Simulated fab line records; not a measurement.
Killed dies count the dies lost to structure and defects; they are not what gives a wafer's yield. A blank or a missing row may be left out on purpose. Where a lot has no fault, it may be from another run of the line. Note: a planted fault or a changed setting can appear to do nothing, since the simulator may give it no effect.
fab line records :: flow nand-harc :: part 2 of 2: steps 39 to 39 of 39
record
  lots=7
  wafers=21
  last-day=32
route steps=1302 shown A_BONDPAD@1217 HYBRID_BOND@1237 THIN_TSV@1244 END@1302
lots untouched by any fault: they come from a run of this same line in which no faults occurred
start-h: hours from the record's first day to the start of the lot's first wafer shown :: wait-h: how many hours have passed since the lot's step before this one :: " the same as in the row above :: L1.1+2: a single row standing in for several wafers :: - no value present, or no start provided :: * or withheld: withheld :: < > ~ a bound
route shown NAME@n: names a module that has steps shown in the file, with the first one's number in the route :: usual: mean and standard deviation over wafers with no fault :: same: alike in all rows :: chamber/n: place in a boat :: sites: each site's reading :: _std_site: the standard deviation of these :: _edge_site: the outer-site mean with the inner-site mean subtracted :: radius-mm: for every site, how far away it sits from the centre of the wafer :: mask NAME#n: copy n :: behind: the most recent tool/chamber to have shaped the wafer :: hold: cause of the lot's hold/its duration in hours/its outcome :: device: the transistor (n, p or np) that didn't switch :: end of line: the tests these same wafers got at the end of their route :: where a step has no rows: the recipe by itself :: killed: not the wafer's yield, but the dies lost to structure and defects at the first sort :: map: shows each die of a wafer: x if killed, . if not, _ if none is there
set.NAME: the setting that was run; set.NAME@STEP: the one run at that earlier step :: model.NAME: the simulator's own value behind a step, which no gauge read
lots at selected steps of the route; one table per step, one row per wafer
services: when a tool's chamber went out of use (start-h, in hours from the record's first day, below 0 if earlier), for how many hours, and the reason
## steps
# step NHARC_END_SORT_01
# recipe
  temp-c=25
# usual
  defect-limited-yield=91/3.2
  killed-at-array=55/22
  killed-at-other=0.9/1.2
  killed-at-periphery=3.6/2.3
  killed-dies=60/22
  killed-open=3.2/1.9
  killed-short=2.5/1.6
# same
  gross-dies=677
lot.wafer: L977.1
tool: prober-02
chamber: 0
start-h: 615.98
wait-h: 2.5
defect-limited-yield[%]: 84
killed-at-array: 105
killed-at-other: 1
killed-at-periphery: 1
killed-dies: 107
killed-open: 2
killed-short: 2

lot.wafer: L977.2
tool: prober-02
chamber: 0
start-h: 616.76
wait-h: 2.8
defect-limited-yield[%]: 83
killed-at-array: 109
killed-at-other: 2
killed-at-periphery: 5
killed-dies: 116
killed-open: 3
killed-short: 7

lot.wafer: L977.4
tool: prober-02
chamber: 0
start-h: 618.33
wait-h: 3.4
defect-limited-yield[%]: 85
killed-at-array: 94
killed-at-other: 2
killed-at-periphery: 3
killed-dies: 99
killed-open: 3
killed-short: 3

lot.wafer: L978.3
tool: prober-01
chamber: 0
start-h: 617.53
wait-h: 3.1
defect-limited-yield[%]: 96
killed-at-array: 24
killed-at-other: 0
killed-at-periphery: 3
killed-dies: 27
killed-open: 2
killed-short: 3

lot.wafer: L978.4
tool: prober-01
chamber: 0
start-h: 618.34
wait-h: 3.4
defect-limited-yield[%]: 42
killed-at-array: 389
killed-at-other: 0
killed-at-periphery: 1
killed-dies: 390
killed-open: 2
killed-short: 1

lot.wafer: L978.6
tool: prober-01
chamber: 0
start-h: 619.96
wait-h: 4.1
defect-limited-yield[%]: 96
killed-at-array: 23
killed-at-other: 0
killed-at-periphery: 2
killed-dies: 25
killed-open: 2
killed-short: 2

lot.wafer: L981.2
tool: prober-02
chamber: 0
start-h: 640.80
wait-h: 2.8
defect-limited-yield[%]: 86
killed-at-array: 95
killed-at-other: 0
killed-at-periphery: 3
killed-dies: 98
killed-open: 2
killed-short: 5

lot.wafer: L981.3
tool: prober-02
chamber: 0
start-h: 641.60
wait-h: 3.1
defect-limited-yield[%]: 41
killed-at-array: 393
killed-at-other: 0
killed-at-periphery: 4
killed-dies: 397
killed-open: 5
killed-short: 2

lot.wafer: L981.6
tool: prober-02
chamber: 0
start-h: 643.99
wait-h: 4.0
defect-limited-yield[%]: 83
killed-at-array: 107
killed-at-other: 0
killed-at-periphery: 6
killed-dies: 113
killed-open: 3
killed-short: 2

lot.wafer: L980.3
tool: prober-01
chamber: 0
start-h: 641.55
wait-h: 3.1
defect-limited-yield[%]: 92
killed-at-array: 44
killed-at-other: 3
killed-at-periphery: 5
killed-dies: 52
killed-open: 2
killed-short: 2

lot.wafer: L980.4
tool: prober-01
chamber: 0
start-h: 642.34
wait-h: 3.4
defect-limited-yield[%]: 41
killed-at-array: 397
killed-at-other: 0
killed-at-periphery: 1
killed-dies: 398
killed-open: 0
killed-short: 0

lot.wafer: L980.5
tool: prober-01
chamber: 0
start-h: 643.14
wait-h: 3.7
defect-limited-yield[%]: 40
killed-at-array: 403
killed-at-other: 4
killed-at-periphery: 2
killed-dies: 409
killed-open: 0
killed-short: 0

lot.wafer: L987.1
tool: prober-02
chamber: 0
start-h: 703.25
wait-h: 2.5
defect-limited-yield[%]: 89
killed-at-array: 73
killed-at-other: 0
killed-at-periphery: 4
killed-dies: 77
killed-open: 0
killed-short: 2

lot.wafer: L987.2
tool: prober-02
chamber: 0
start-h: 704.06
wait-h: 2.8
defect-limited-yield[%]: 88
killed-at-array: 71
killed-at-other: 1
killed-at-periphery: 11
killed-dies: 83
killed-open: 2
killed-short: 3

lot.wafer: L987.4
tool: prober-02
chamber: 0
start-h: 705.66
wait-h: 3.4
defect-limited-yield[%]: 88
killed-at-array: 74
killed-at-other: 0
killed-at-periphery: 6
killed-dies: 80
killed-open: 2
killed-short: 1

lot.wafer: L989.1
tool: prober-02
chamber: 0
start-h: 734.05
wait-h: 2.5
defect-limited-yield[%]: 91
killed-at-array: 52
killed-at-other: 3
killed-at-periphery: 3
killed-dies: 58
killed-open: 3
killed-short: 5

lot.wafer: L989.4
tool: prober-02
chamber: 0
start-h: 736.48
wait-h: 3.4
defect-limited-yield[%]: 89
killed-at-array: 64
killed-at-other: 3
killed-at-periphery: 5
killed-dies: 72
killed-open: 4
killed-short: 5

lot.wafer: L989.5
tool: prober-02
chamber: 0
start-h: 737.28
wait-h: 3.7
defect-limited-yield[%]: 91
killed-at-array: 55
killed-at-other: 4
killed-at-periphery: 2
killed-dies: 61
killed-open: 2
killed-short: 3

lot.wafer: L993.1
tool: prober-01
chamber: 0
start-h: 771.79
wait-h: 2.5
defect-limited-yield[%]: 95
killed-at-array: 29
killed-at-other: 1
killed-at-periphery: 4
killed-dies: 34
killed-open: 2
killed-short: 0

lot.wafer: L993.2
tool: prober-01
chamber: 0
start-h: 772.60
wait-h: 2.8
defect-limited-yield[%]: 95
killed-at-array: 30
killed-at-other: 3
killed-at-periphery: 2
killed-dies: 35
killed-open: 2
killed-short: 2

lot.wafer: L993.4
tool: prober-01
chamber: 0
start-h: 774.21
wait-h: 3.4
defect-limited-yield[%]: 94
killed-at-array: 34
killed-at-other: 4
killed-at-periphery: 5
killed-dies: 43
killed-open: 2
killed-short: 1
# killed by level:class
L977.1 A_CHANNEL_HOLE_D2:chamber-film-flake=41 A_CHANNEL_HOLE_D1:chamber-film-flake=30 A_SLIT:chamber-film-flake=21 A_CONTACT:chamber-film-flake=8 A_CHANNEL_HOLE_D2:geometric-particle:open=2 A_CHANNEL_FILL_D2:geometric-particle:short=1 A_SGD_CUT:geometric-particle:short=1 P_M0:chamber-film-flake=1
L977.2 A_CHANNEL_HOLE_D2:chamber-film-flake=35 A_SLIT:chamber-film-flake=33 A_CHANNEL_HOLE_D1:chamber-film-flake=22 A_CONTACT:chamber-film-flake=9 A_SGD_CUT:geometric-particle:short=2 P_ZERO_WELL:chamber-film-flake=2 THIN_TSV:chamber-film-flake=2 P_CONTACT:geometric-particle:open=1
L978.3 A_CHANNEL_HOLE_D2:chamber-film-flake=13 A_CHANNEL_HOLE_D1:chamber-film-flake=3 A_CONTACT:chamber-film-flake=2 P_M0:geometric-particle:open=1 A_ONON_D1:geometric-particle:short=1 A_CHANNEL_HOLE_D1:geometric-particle:short=1 A_ONON_D2:geometric-particle:short=1 A_BLC:geometric-particle:open=1
L977.4 A_SLIT:chamber-film-flake=35 A_CHANNEL_HOLE_D1:chamber-film-flake=27 A_CHANNEL_HOLE_D2:chamber-film-flake=21 A_CONTACT:chamber-film-flake=4 A_ONON_D1:geometric-particle:open=2 A_WL_FILL:geometric-particle:short=2 THIN_TSV:chamber-film-flake=2 P_M0:geometric-particle:open=1
L978.4 A_BONDPAD:unspecified=374 A_CHANNEL_HOLE_D2:chamber-film-flake=8 A_CHANNEL_FILL_D1:chamber-film-flake=2 P_CONTACT:geometric-particle:open=1 A_DECK1_JOINT:geometric-particle:open=1 A_M1:geometric-particle:short=1 A_SLIT:chamber-film-flake=1 A_WL_FILL:chamber-film-flake=1
L978.6 A_CHANNEL_HOLE_D2:chamber-film-flake=8 A_CHANNEL_HOLE_D1:chamber-film-flake=5 A_WL_FILL:chamber-film-flake=4 P_M0:geometric-particle:open=2 A_CONTACT:chamber-film-flake=2 A_ONON_D2:geometric-particle:short=1 A_CHANNEL_FILL_D2:geometric-particle:short=1 A_CHANNEL_FILL_D2:chamber-film-flake=1
L981.2 A_SLIT:chamber-film-flake=29 A_CHANNEL_HOLE_D2:chamber-film-flake=28 A_CHANNEL_HOLE_D1:chamber-film-flake=27 A_CONTACT:chamber-film-flake=3 P_GATE:geometric-particle:short=1 A_ONON_D1:geometric-particle:short=1 A_CHANNEL_FILL_D1:geometric-particle:short=1 A_CHANNEL_FILL_D1:geometric-particle:open=1
L980.3 A_SLIT:chamber-film-flake=16 A_CHANNEL_HOLE_D2:chamber-film-flake=8 A_CONTACT:chamber-film-flake=7 A_CHANNEL_HOLE_D1:chamber-film-flake=5 THIN_TSV:chamber-film-flake=3 P_M2:chamber-film-flake=2 A_STAIRCASE:chamber-film-flake=2 P_M2:geometric-particle:open=1
L981.3 A_BONDPAD:unspecified=339 A_CHANNEL_HOLE_D1:chamber-film-flake=15 A_CHANNEL_HOLE_D2:chamber-film-flake=15 A_SLIT:chamber-film-flake=12 A_CONTACT:chamber-film-flake=3 A_M0:chamber-film-flake=2 P_CONTACT:geometric-particle:short=1 P_CONTACT:geometric-particle:open=1
L980.4 A_BONDPAD:unspecified=353 A_SLIT:chamber-film-flake=24 A_CHANNEL_HOLE_D2:chamber-film-flake=15 A_CHANNEL_HOLE_D1:chamber-film-flake=2 P_GATE:chamber-film-flake=1 A_DECK1_JOINT:chamber-film-flake=1 A_WL_FILL:chamber-film-flake=1 A_CONTACT:chamber-film-flake=1
L980.5 A_BONDPAD:unspecified=356 A_SLIT:chamber-film-flake=29 A_CHANNEL_HOLE_D2:chamber-film-flake=7 A_CONTACT:chamber-film-flake=5 A_CHANNEL_HOLE_D1:chamber-film-flake=4 THIN_TSV:chamber-film-flake=4 A_STAIRCASE:chamber-film-flake=2 P_STI:chamber-film-flake=1
L981.6 A_CHANNEL_HOLE_D1:chamber-film-flake=36 A_CHANNEL_HOLE_D2:chamber-film-flake=34 A_SLIT:chamber-film-flake=25 P_STI:chamber-film-flake=4 A_CONTACT:chamber-film-flake=3 A_M1:geometric-particle:open=2 A_M0:chamber-film-flake=2 A_CHANNEL_FILL_D1:geometric-particle:short=1
L987.1 A_CHANNEL_HOLE_D1:chamber-film-flake=33 A_SLIT:chamber-film-flake=29 A_STAIRCASE:chamber-film-flake=5 P_CONTACT:chamber-film-flake=3 A_CONTACT:chamber-film-flake=3 P_CONTACT:geometric-particle:short=1 A_WL_FILL:geometric-particle:short=1 A_CHANNEL_FILL_D2:chamber-film-flake=1
L987.2 A_CHANNEL_HOLE_D1:chamber-film-flake=34 A_SLIT:chamber-film-flake=22 P_CONTACT:chamber-film-flake=8 A_STAIRCASE:chamber-film-flake=5 A_CHANNEL_FILL_D2:chamber-film-flake=2 A_DECK1_JOINT:chamber-film-flake=2 A_CONTACT:chamber-film-flake=2 P_GATE:geometric-particle:open=1
L987.4 A_SLIT:chamber-film-flake=34 A_CHANNEL_HOLE_D1:chamber-film-flake=30 P_BONDPAD:chamber-film-flake=3 A_CONTACT:chamber-film-flake=3 P_CONTACT:chamber-film-flake=2 A_STAIRCASE:chamber-film-flake=2 P_CONTACT:geometric-particle:short=1 A_ONON_D1:geometric-particle:open=1
L989.1 A_CHANNEL_HOLE_D1:chamber-film-flake=33 A_SLIT:chamber-film-flake=4 A_STAIRCASE:chamber-film-flake=3 A_CHANNEL_FILL_D2:geometric-particle:open=2 A_DECK1_JOINT:chamber-film-flake=2 THIN_TSV:chamber-film-flake=2 P_GATE:geometric-particle:open=1 A_ONON_D1:geometric-particle:short=1
L989.4 A_CHANNEL_HOLE_D1:chamber-film-flake=37 A_STAIRCASE:chamber-film-flake=7 A_SLIT:chamber-film-flake=6 A_ZERO_WELL:chamber-film-flake=3 A_CONTACT:chamber-film-flake=3 THIN_TSV:chamber-film-flake=3 A_WL_FILL:geometric-particle:short=2 P_ZERO_WELL:chamber-film-flake=2
L989.5 A_CHANNEL_HOLE_D1:chamber-film-flake=35 A_SLIT:chamber-film-flake=5 A_CONTACT:chamber-film-flake=4 A_ZERO_WELL:chamber-film-flake=3 THIN_TSV:chamber-film-flake=3 P_CONTACT:geometric-particle:open=1 P_M1:geometric-particle:short=1 A_CHANNEL_FILL_D1:geometric-particle:short=1
L993.1 A_CHANNEL_HOLE_D1:chamber-film-flake=13 A_SLIT:chamber-film-flake=5 A_CONTACT:chamber-film-flake=5 A_CHANNEL_FILL_D1:chamber-film-flake=3 P_ZERO_WELL:chamber-film-flake=2 A_ONON_D2:geometric-particle:open=1 A_M0:geometric-particle:open=1 P_GATE:chamber-film-flake=1
L993.2 A_CHANNEL_HOLE_D1:chamber-film-flake=16 A_STAIRCASE:chamber-film-flake=3 THIN_TSV:chamber-film-flake=3 A_CHANNEL_FILL_D1:geometric-particle:short=2 A_SLIT:chamber-film-flake=2 A_CONTACT:chamber-film-flake=2 A_CHANNEL_FILL_D1:geometric-particle:open=1 A_BLC:geometric-particle:open=1
L993.4 A_CHANNEL_HOLE_D1:chamber-film-flake=18 A_SLIT:chamber-film-flake=6 A_CONTACT:chamber-film-flake=6 THIN_TSV:chamber-film-flake=4 P_M0:geometric-particle:short=1 A_CHANNEL_HOLE_D1:geometric-particle:open=1 A_DECK1_JOINT:geometric-particle:open=1 P_ZERO_WELL:chamber-film-flake=1
# map L978.4 (x killed, . not)
____________.____________
_________..x...x_________
_______xx..xxxx..._______
______x..x.xxxxxxx.______
_____....xxx..x..xx._____
____xxxx...xxxx...xx.____
____xxxx.xx.x.xx.x.xx____
___x....xx..xxxxxxx..x___
___....x.xxxxxxx...xxx___
__..xx..x.xx.x.x...xxx.__
__x.x.xxx.xxxx.x..xxx.x__
_xxx..x...x....x.xx.xx.._
_xxxxxxxx.xx.xxxxxxxx..x_
_x.xxx.xxxx.x..x.xxx.x.x_
_xxxxxxxx..x...xx.xx..xx_
_x..xxx.x.xx.x...x.xxxxx_
x..xx...xxx.x...xxxx..xx.
x.xxxx.xxx.x.x....x.xxxx.
...xx.xx.xxx.x...x.xx.x..
.xx.x.x..xxx...x.x.x.x.x.
.xxx.xxx....xx.xx..xxxxxx
_x..xxxx.xx.xxxxxxxxxx.._
_.xx.x.....x...x.x.xxxx._
_..x.x.x..x.x....x...xx._
_.x..xx.xxx.xx..x.x.x.x._
_xx..xxx.....xxxxx.xxxxx_
__xx..xx...xx..xxxx.xx.__
__xxxxx.xxx.xxxxx.xx...__
___xx....xx.x..xxxxxxx___
___.x..x.xx.x.x.x..xx.___
____.x.x..xxx.xxx.x.x____
____.x.xxx...xxx.x.x.____
_____xxxx.x...x...x._____
______xxxx...xxxxxx______
_______xxxxxx.x..x_______
_________xx..x.._________
____________x____________
# map L980.5 (x killed, . not)
____________.____________
_________.x...xx_________
_______....x..xxxx_______
______x.....x..xxxx______
_____x..xx..x.xxxxx._____
____x.x..xx.x.x..xxxx____
____.xx...xxxxxxxxx.x____
___....xx...x.xxxxxxxx___
___.xxx.xxxx.xxxxxxx.x___
__xxxxx.xxx..x.x.x.x.xx__
__...x..xx...xx.xxxxxxx__
_.xxxx....x..x..xxxxxxx._
_xx...xxxxx..x.xxxxxxxxx_
_x..xxx....xx...xxxxxxxx_
_.xx.xx.xxxxxxxxxxxxx.xx_
_xxxx..x.xx.x...xx.x.xx._
...xx......x.xx..xxx..x..
x.x..xx..x.xx.x.xxx.x...x
xx.xxxxxxxxxxx....x.x.xx.
x.xx.xx..x.x.x.xxx...xxx.
x.xx.xx.xxxx...xx.x..xx.x
_x.xxx...x.x.xx.x.x.x..x_
_...xx.xx.xxx.xxxx.....x_
_.xxx.xxx.xx...xxxxxxxxx_
_xxxxxx.x..xxx.xx.xxxx.x_
_.x..xxx..xxxxxx.x..x..x_
__x.x..xxxx.xx.xxx..x..__
__x.x.x..xxxxxx..x.xxxx__
___.xxxx..x.x....xx.xx___
___..x..xxx.xxxxxx.x..___
____xxx..x.xx.xxxxx.x____
____x.xx.x..x.x..x.x.____
_____xxxx.x..xx.xx.._____
______xxxxxx.x..x.x______
_______xxx..xx..xx_______
_________xxxx..x_________
____________.____________
## services
tool: cmp-04
chamber: -
start-h: 562.40
hours: 0.7
kind: repair

tool: rie-diel-10
chamber: 1
start-h: 566.15
hours: 8.6
kind: repair

tool: cmp-01
chamber: -
start-h: 577.72
hours: 4.0
kind: pm

tool: cmp-02
chamber: -
start-h: 578.27
hours: 49.2
kind: repair

tool: ecd-cu-02
chamber: -
start-h: 596.00
hours: 8.0
kind: pm

tool: rie-diel-10
chamber: -
start-h: 596.50
hours: 9.0
kind: pm

tool: cmp-04
chamber: -
start-h: 601.07
hours: 4.0
kind: pm

tool: cmp-04
chamber: -
start-h: 606.51
hours: 3.2
kind: repair

tool: ecd-cu-01
chamber: -
start-h: 610.82
hours: 3.9
kind: repair

tool: rie-diel-10
chamber: 1
start-h: 629.64
hours: 7.9
kind: repair

tool: rie-diel-01
chamber: -
start-h: 636.88
hours: 0.2
kind: repair

tool: cmp-01
chamber: -
start-h: 637.66
hours: 2.3
kind: repair

tool: ecd-cu-01
chamber: -
start-h: 655.71
hours: 4.9
kind: repair

tool: rie-diel-01
chamber: 1
start-h: 656.12
hours: 5.1
kind: repair

tool: ecd-cu-01
chamber: -
start-h: 671.16
hours: 0.5
kind: repair

tool: cmp-01
chamber: -
start-h: 675.72
hours: 4.0
kind: pm

tool: ecd-cu-01
chamber: -
start-h: 688.00
hours: 8.0
kind: pm

tool: cmp-04
chamber: -
start-h: 695.81
hours: 3.9
kind: repair

tool: ecd-cu-01
chamber: -
start-h: 724.24
hours: 0.9
kind: repair

tool: rie-diel-01
chamber: 0
start-h: 729.22
hours: 4.8
kind: repair

tool: rie-diel-10
chamber: 3
start-h: 731.52
hours: 3.1
kind: repair

tool: rie-diel-01
chamber: -
start-h: 734.95
hours: 9.0
kind: pm

tool: ecd-cu-01
chamber: -
start-h: 752.65
hours: 0.6
kind: repair

tool: ecd-cu-01
chamber: -
start-h: 755.28
hours: 0.5
kind: repair
## key
first-sign
  step=NHARC_END_SORT_01
  reading=killed-at-array
  direction=up
  sigmas=16
  usual=55
  struck=396
effect
  step=NHARC_END_SORT_01
  reading=defect-limited-yield
  direction=down
  sigmas=15
  usual=91
  struck=41
more-kills-born-at
  NHARC_A_BONDPAD_ECD_18@ecd-cu-02=1422
met-at NHARC_A_BONDPAD_ECD_18
struck-wafers L978.4,L980.4,L980.5,L981.3
fault
  kind=chamber-particle-source
  tool=ecd-cu-02
  chamber=0
  onset-h=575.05
  steps=NHARC_A_BONDPAD_ECD_18
  rate-per-visit-cm2=0.84205
  end-h=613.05
